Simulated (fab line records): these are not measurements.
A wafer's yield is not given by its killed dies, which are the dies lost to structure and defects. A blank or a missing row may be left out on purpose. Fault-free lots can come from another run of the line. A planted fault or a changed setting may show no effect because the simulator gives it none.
Chamber matching :: flow nandHarc :: 4 sister chambers for NHARC_P_CONTACT_CMP_01 on cmp-02
The step polishes SiO2, target thk 200 nm. 14 wafers are shown with their chamber, then 7 later ones without.

== WAFERS PAIRED WITH THEIR CHAMBERS ==
wafer: L081.3
chamber: 3
motorCurrentA (A): 12.3

wafer: L081.4
chamber: 1
motorCurrentA (A): 13.6

wafer: L081.6
chamber: 2
motorCurrentA (A): 10.8

wafer: L084.3
chamber: 0
motorCurrentA (A): 13.3

wafer: L084.4
chamber: 2
motorCurrentA (A): 10.9

wafer: L084.6
chamber: 2
motorCurrentA (A): 11.1

wafer: L087.4
chamber: 1
motorCurrentA (A): 13.3

wafer: L087.5
chamber: 1
motorCurrentA (A): 13.3

wafer: L087.6
chamber: 0
motorCurrentA (A): 13.1

wafer: L090.3
chamber: 0
motorCurrentA (A): 12.8

wafer: L090.5
chamber: 0
motorCurrentA (A): 12.4

wafer: L090.6
chamber: 3
motorCurrentA (A): 11.9

wafer: L093.1
chamber: 0
motorCurrentA (A): 13.0

wafer: L093.3
chamber: 3
motorCurrentA (A): 12.4

SIGNATURES (averages over the wafers above)
reading: motorCurrentA
chamber 0: 12.920
chamber 1: 13.400
chamber 2: 10.933
chamber 3: 12.200
scatter within a chamber: 0.267
Rule: a wafer's distance from a chamber is the root of the sum, over the readings, of the square of ((its reading less the chamber's mean) divided by the reading's scatter). The wafer belongs to the nearest chamber; if the next one is less than 2 further off, it can't be placed. The scatter is the square root of a quotient: the sum, over the shown wafers, of each reading's squared deviation from its chamber's mean, divided by wafers minus chambers.

== WAFERS WHOSE CHAMBER IS MISSING ==
wafer: L093.4
motorCurrentA (A): 10.8

wafer: L095.1
motorCurrentA (A): 13.7

wafer: L095.5
motorCurrentA (A): 13.1

wafer: L095.6
motorCurrentA (A): 13.3

wafer: L097.1
motorCurrentA (A): 13.0

wafer: L097.3
motorCurrentA (A): 12.4

wafer: L097.6
motorCurrentA (A): 10.8

== WHICH CHAMBER EACH WENT THROUGH ==
wafer: L093.4
from the rows above: 2
in truth: 2

wafer: L095.1
from the rows above: can't be placed: 1 or 0
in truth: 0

wafer: L095.5
from the rows above: can't be placed: 0 or 1
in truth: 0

wafer: L095.6
from the rows above: can't be placed: 1 or 0
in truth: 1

wafer: L097.1
from the rows above: can't be placed: 0 or 1
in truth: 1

wafer: L097.3
from the rows above: can't be placed: 3 or 0
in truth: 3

wafer: L097.6
from the rows above: 2
in truth: 2
Correct placement for 2 of the 7. From these rows, 5 cannot be placed; in 5 the true chamber is one of the candidates. Placed wrongly: 0.
